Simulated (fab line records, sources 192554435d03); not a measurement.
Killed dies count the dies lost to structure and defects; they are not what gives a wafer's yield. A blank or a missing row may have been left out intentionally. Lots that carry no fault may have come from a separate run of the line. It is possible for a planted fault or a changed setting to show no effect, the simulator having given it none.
Matching of chambers + flow n5Finfet + N5_MOL_CONTACT_COAG_ETCHBACK_132 on rieDiel-01: 4 sister chambers
The step etches SiO2 in CHF3, target depth 10 nm, time 6.7 s. 4 wafers are shown with their chamber, then 8 later ones without.

== WAFERS WITH THEIR CHAMBER ==
| wafer  | chamber | throttleValvePct (%) |
|--------|---------|----------------------|
| L076.4 | 2       | 19.01                |
| L091.1 | 1       | 18.69                |
| L091.2 | 3       | 18.29                |
| L093.1 | 0       | 19.10                |

== WAFERS WITHOUT THEIR CHAMBER ==
| wafer  | throttleValvePct (%) |
|--------|----------------------|
| L093.4 | 18.71                |
| L093.6 | 18.72                |
| L094.1 | 18.70                |
| L094.2 | 18.32                |
| L094.5 | 19.09                |
| L096.2 | 19.09                |
| L096.4 | 18.71                |
| L096.5 | 19.10                |

== CHAMBER TAKEN BY EACH ==
| wafer  | from the rows above | in truth |
|--------|---------------------|----------|
| L093.4 | 1                   | 1        |
| L093.6 | 1                   | 1        |
| L094.1 | 1                   | 1        |
| L094.2 | 3                   | 3        |
| L094.5 | 0                   | 0        |
| L096.2 | 0                   | 0        |
| L096.4 | 1                   | 1        |
| L096.5 | 0                   | 0        |
Correctly placed: 8 of 8. Left unplaced by these rows: 0. 0 placed wrongly.
How it was worked out, from the rows above alone: a wafer's distance from a chamber is the root of the sum, over the readings, of the square of ((its reading less the chamber's mean) divided by the reading's scatter). If the next closest chamber is less than 2 further off than the closest, the wafer can't be placed; otherwise it belongs to the closest. The mean given for a chamber averages the wafers shown for that chamber. The scatter: with one shown wafer a chamber, the root of the mean of the squares of how far each hidden wafer lies from its nearest shown one.
